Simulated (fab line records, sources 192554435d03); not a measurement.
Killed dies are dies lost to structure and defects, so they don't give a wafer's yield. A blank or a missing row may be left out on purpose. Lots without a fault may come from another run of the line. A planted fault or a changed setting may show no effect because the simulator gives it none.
Split-lot experiment | flow n5_finfet | 7 lots, 21 wafers read, on a route of 1938 steps

THE SPLIT
At N5_GATE_CUT_EXPOSE_10 (exposes mask GATE CUT, target cd 20 nm), the setting dose_mj was moved away from the recipe's 43.25 on 10 of the 21 wafers read, by -6.0% to +2.1%. The other wafers ran this setting at the recipe's value.

FROM THE SPLIT TO THE READING: what the file shows between them, 2 steps
- N5_GATE_CUT_PEB_11: peb time 60 s
- N5_GATE_CUT_DEVELOP_12: develop time 30 s

THE READING
cd_nm, in nm, at N5_GATE_CUT_CD_MEAS_13 (target cd 20 nm). Fault-free wafers of this fab line usually give 20.03 nm, standard deviation 0.26 nm.

wafer  | tool, chamber at the split | dose_mj as run | against the recipe | cd_nm, nm | against lot-mates on the recipe
L075.3 | euv_scanner-02, 0          | 41.93          | -3.1%              | 19.46     | no lot-mate on the recipe
L075.4 | euv_scanner-02, 0          | 41.93          | -3.1%              | 19.47     | no lot-mate on the recipe
L075.6 | euv_scanner-02, 0          | 41.93          | -3.1%              | 19.19     | no lot-mate on the recipe
L081.2 | euv_scanner-02, 0          | 40.86          | -5.5%              | 18.38     | -1.63
L081.3 | euv_scanner-02, 0          | 43.25          | recipe             | 19.58     | -
L081.4 | euv_scanner-02, 0          | 43.25          | recipe             | 20.44     | -
L083.2 | euv_scanner-01, 0          | 43.25          | recipe             | 19.84     | -
L083.3 | euv_scanner-01, 0          | 43.25          | recipe             | 20.21     | -
L083.5 | euv_scanner-01, 0          | 43.25          | recipe             | 20.03     | -
L087.1 | euv_scanner-01, 0          | 43.25          | recipe             | 19.84     | -
L087.2 | euv_scanner-01, 0          | 43.25          | recipe             | 20.48     | -
L087.5 | euv_scanner-01, 0          | 43.25          | recipe             | 19.96     | -
L089.2 | euv_scanner-02, 0          | 40.65          | -6.0%              | 18.90     | -1.47
L089.3 | euv_scanner-02, 0          | 43.25          | recipe             | 20.37     | -
L089.4 | euv_scanner-02, 0          | 40.65          | -6.0%              | 18.77     | -1.60
L091.3 | euv_scanner-02, 0          | 44.14          | +2.1%              | 20.57     | +0.46
L091.5 | euv_scanner-02, 0          | 44.14          | +2.1%              | 20.45     | +0.34
L091.6 | euv_scanner-02, 0          | 43.25          | recipe             | 20.11     | -
L097.3 | euv_scanner-01, 0          | 43.25          | recipe             | 19.89     | -
L097.4 | euv_scanner-01, 0          | 42.41          | -1.9%              | 19.58     | -0.31
L097.5 | euv_scanner-01, 0          | 42.41          | -1.9%              | 19.36     | -0.53

THE FIT
A straight line over all 21 wafers: cd_nm changes by +0.233 nm for each +1% of dose_mj; r = +0.92; the points scatter about the line by 0.25 nm.
The same after taking each lot's own level away (the mean of its wafers on the recipe; 18 wafers): +0.256 nm for each +1%; r = +0.95; scatter 0.22 nm.
On that fit, the largest move of dose_mj shifts the reading by 1.5 nm.
The lots' own levels span 19.890 to 20.370 nm, that is 1.8 times the standard deviation above.
So the lot-to-lot level changes the slope little: the two slopes agree.
Check: with one of the wafers moved furthest among these (-6.0%) left out of the fit, the line predicts -1.6 nm for it against its lot-mates. It came out at -1.47 nm against them.

OTHER SPLITS ON THESE WAFERS
These wafers also went through other splits before the reading. Each is held against what the fit with the lots' levels taken away leaves over:
other split on the same wafers | wafers away from the commonest value | r with cd_nm (lot level and that fit taken away)
N5_SD_ACTIVATION_LSA_01 temp_c | 6                                    | +0.05
N5_SDB_EXPOSE_08 dose_mj       | 9                                    | -0.22
N5_GATE_CUT_COAT_35 spin_rpm   | 5                                    | -0.29

THE WHOLE CHAIN: every reading that the file lists as answering this split, in the file's order
step                   | what it does                                                     | reading                                                         | change (the file's fit)               | r (the file's)
N5_GATE_CUT_CD_MEAS_13 | target cd 20 nm                                                  | cd_nm                                                           | +0.266 nm for each +1% of the setting | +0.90
N5_GATE_CUT_DESCUM_18  | chemistry O2, time 7 s                                           | GATE_CUT.cd_nm (the simulator's own value, which no gauge read) | +0.241 nm for each +1% of the setting | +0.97
N5_GATE_CUT_ETCH_36    | etches SiARC in CF4, target depth 13 nm, time 21.7 s             | GATE_CUT.cd_nm (the simulator's own value, which no gauge read) | +0.23 nm for each +1% of the setting  | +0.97
N5_GATE_CUT_HM_OPEN_40 | chemistry C4F6/O2, target SiO2, target depth 139 nm, time 85.1 s | GATE_CUT.cd_nm (the simulator's own value, which no gauge read) | +0.214 nm for each +1% of the setting | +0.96

THE FILE'S OWN FIT
cd_nm changes by +0.266 nm for each +1% of dose_mj, r = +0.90.
